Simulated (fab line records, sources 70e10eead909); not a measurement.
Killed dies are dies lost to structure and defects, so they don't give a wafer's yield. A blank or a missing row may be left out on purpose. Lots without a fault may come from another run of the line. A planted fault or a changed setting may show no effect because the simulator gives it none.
A struck lot beside a sound one | flow nand_harc | 15 steps out of a route of 1302
Sound: wafers L747.2, L747.3, L747.5. Struck: wafers L751.1, L751.2, L751.4. The cause comes at the end.
At each step with rows: each side's tool, then ch and its chambers, then its first start. Under that, the readings that differ: sound wafers | struck wafers | difference of the means | sigmas: that difference in standard deviations of wafers without a fault.
alike: readings whose means differ by less than 2 such deviations, and words and numbers that are the same on both sides. not compared: withheld readings, readings that some wafer has no value for, bounds like >300 that may hide the same value, and numbers for which the record gives no deviation and whose values overlap.
The two part at a step that has a row with sigmas, a row that says differs or no value, or rows on one side only. Numbers that don't overlap but have no deviation are shown without sigmas and don't part them. A reading that every wafer of one side lacks parts them only if that side has two wafers or more.

first, 6 steps without rows for these wafers: NHARC_A_CONTACT_COAT_02 (resist thk 90 nm); NHARC_A_CONTACT_SOFTBAKE_03 (time 55 s); NHARC_A_CONTACT_EBR_04; NHARC_A_CONTACT_EXPOSE_05 (exposes mask A CC); NHARC_A_CONTACT_PEB_06 (peb time 65 s); NHARC_A_CONTACT_DEVELOP_07 (develop time 35 s).
NHARC_A_CONTACT_CD_MEAS_08: target cd 200 nm.
  sound on cd_sem-02 ch 0, day 25 04:18; struck on cd_sem-02 ch 0, day 27 15:20
  alike: cd_nm
NHARC_A_CONTACT_OVL_MEAS_09:
  sound on overlay-02, day 25 04:23; struck on overlay-01, day 27 15:26
  alike: overlay_x_nm, overlay_y_nm
NHARC_A_CONTACT_INSPECT_10:
  sound on defect_inspect-01, day 25 04:25; struck on defect_inspect-01, day 27 15:28
  alike: raw_defect_count
NHARC_A_CONTACT_DESCUM_13: chemistry O2, time 3 s.
  sound on rie_diel-01 ch 0,1,3, day 25 04:29; struck on rie_diel-01 ch 1,2,3, day 27 15:32
  alike: drypump_motor_current_A, oes_product_au, rf_vpp_V, showerhead_plenum_p_Torr, throttle_valve_pct
  not compared: rf_hours_counter_h
NHARC_A_CONTACT_ETCH_88: etches the open film in CF4, target depth 39 nm, time 65 s.
  sound on rie_diel-01 ch 0,3, day 25 04:35; struck on rie_diel-01 ch 0,2,3, day 27 15:37
  alike: drypump_motor_current_A, oes_product_au, rf_fwd_power_W, rf_vpp_V, showerhead_plenum_p_Torr, throttle_valve_pct
  not compared: rf_hours_counter_h
NHARC_A_CONTACT_ETCH_89: etches the open film in N2/H2, target depth 260 nm, time 475.3 s.
  sound on rie_diel-01 ch 0,1; struck on rie_diel-01 ch 1,2,3
  alike: drypump_motor_current_A, n2_flow_sccm, oes_product_au, rf_fwd_power_W, rf_vpp_V, showerhead_plenum_p_Torr, throttle_valve_pct
  not compared: rf_hours_counter_h
NHARC_A_CONTACT_ETCH_30: etches the open film in CF4/CHF3, target depth 72.6 nm, time 36.3 s.
  sound on rie_diel-01 ch 0,1,3, day 25 05:07; struck on rie_diel-01 ch 0,2,3, day 27 16:25
  reading            | sound             | struck            | difference | sigmas
  rf_fwd_power_W (W) | 492.5 487.3 496.6 | 574.1 566.0 565.5 | +76.4      | +28
  alike: drypump_motor_current_A, oes_product_au, rf_vpp_V, showerhead_plenum_p_Torr, throttle_valve_pct
  not compared: rf_hours_counter_h
NHARC_A_CONTACT_ETCH_31: etches the open film in O2/COS, target depth 2800 nm, time 728 s.
  sound on rie_diel-01 ch 0,1,3; struck on rie_diel-01 ch 0,1,2
  alike: cos_flow_sccm, drypump_motor_current_A, oes_product_au, rf_fwd_power_W, rf_vpp_V, showerhead_plenum_p_Torr, throttle_valve_pct
  not compared: rf_hours_counter_h
NHARC_END_SORT_01:
  the record has rows for the sound wafers here (prober-02 ch 0, day 27 08:06) and none for the struck ones

WHERE THEY PART
First at NHARC_A_CONTACT_ETCH_30; last, within this record, at NHARC_END_SORT_01.

WHY: what the simulator had put in
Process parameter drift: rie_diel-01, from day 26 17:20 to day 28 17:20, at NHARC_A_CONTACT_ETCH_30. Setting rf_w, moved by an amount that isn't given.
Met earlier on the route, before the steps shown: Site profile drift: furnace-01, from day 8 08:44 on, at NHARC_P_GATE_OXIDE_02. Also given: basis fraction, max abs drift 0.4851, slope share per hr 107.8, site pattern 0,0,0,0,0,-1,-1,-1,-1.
